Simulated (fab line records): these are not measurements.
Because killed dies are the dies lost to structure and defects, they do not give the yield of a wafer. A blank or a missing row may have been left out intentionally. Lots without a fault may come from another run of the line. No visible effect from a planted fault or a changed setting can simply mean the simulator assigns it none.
Chamber matching -- flow n5-finfet -- rie-diel-06 running N5_BEOL_M2_DESCUM_16: 4 sister chambers
The step chemistry O2, time 7 s. 22 wafers are shown with their chamber, then 11 later ones without.

EACH WAFER AND ITS CHAMBER
wafer,chamber,showerhead-plenum-p-Torr (Torr),drypump-motor-current-A (A),throttle-valve-pct (%)
L077.2,3,1.97,6.6,20.08
L077.3,2,2.01,5.6,20.41
L077.4,1,2.22,6.4,20.32
L078.1,0,2.10,5.9,20.31
L078.4,1,2.22,6.5,20.32
L078.5,1,2.22,6.4,20.34
L081.3,1,2.22,6.4,20.35
L081.5,1,2.21,6.4,20.34
L081.6,0,2.10,5.9,20.32
L084.1,1,2.21,6.4,20.35
L084.2,2,2.00,5.6,20.45
L084.6,3,1.97,6.6,20.12
L085.3,3,1.97,6.6,20.12
L085.5,3,1.97,6.6,20.11
L085.6,0,2.10,5.9,20.34
L086.1,0,2.10,5.9,20.34
L086.5,2,2.00,5.6,20.44
L086.6,3,1.97,6.6,20.11
L088.2,1,2.21,6.4,20.36
L088.5,0,2.10,5.9,20.35
L088.6,1,2.21,6.4,20.35
L087.1,1,2.21,6.5,20.36

SIGNATURES (means of the wafers above)
reading,chamber 0,chamber 1,chamber 2,chamber 3,scatter within a chamber
showerhead-plenum-p-Torr,2.1000,2.2144,2.0033,1.9700,0.00401
drypump-motor-current-A,5.900,6.422,5.600,6.600,0.0294
throttle-valve-pct,20.3320,20.3433,20.4333,20.1080,0.0164
Rule: for a wafer and a chamber, the distance is found by dividing, reading by reading, the gap between the wafer's reading and the chamber's mean by the reading's scatter, squaring, summing and taking the root. If the next closest chamber is less than 2 further off than the closest, the wafer can't be placed; otherwise it belongs to the closest. The scatter: take each reading less its chamber's mean, square it, sum over the shown wafers, divide by the number of wafers less the number of chambers, and take the root.

WAFERS MISSING THEIR CHAMBER
wafer,showerhead-plenum-p-Torr (Torr),drypump-motor-current-A (A),throttle-valve-pct (%)
L087.2,1.97,6.6,20.13
L087.3,2.09,5.9,20.33
L089.1,2.09,5.9,20.35
L089.4,2.21,6.4,20.36
L089.6,1.97,6.6,20.13
L091.1,2.00,5.6,20.48
L091.2,2.09,5.9,20.33
L091.3,2.21,6.4,20.36
L095.2,1.99,5.6,20.48
L095.4,2.09,5.9,20.36
L095.5,2.21,6.4,20.39

CHAMBER TAKEN BY EACH
wafer,from the rows above,in truth
L087.2,3,3
L087.3,0,0
L089.1,0,0
L089.4,1,1
L089.6,3,3
L091.1,2,2
L091.2,0,0
L091.3,1,1
L095.2,2,2
L095.4,0,0
L095.5,1,1
Correctly placed: 11 of 11. Number that these rows cannot place: 0. Number placed wrongly: 0.
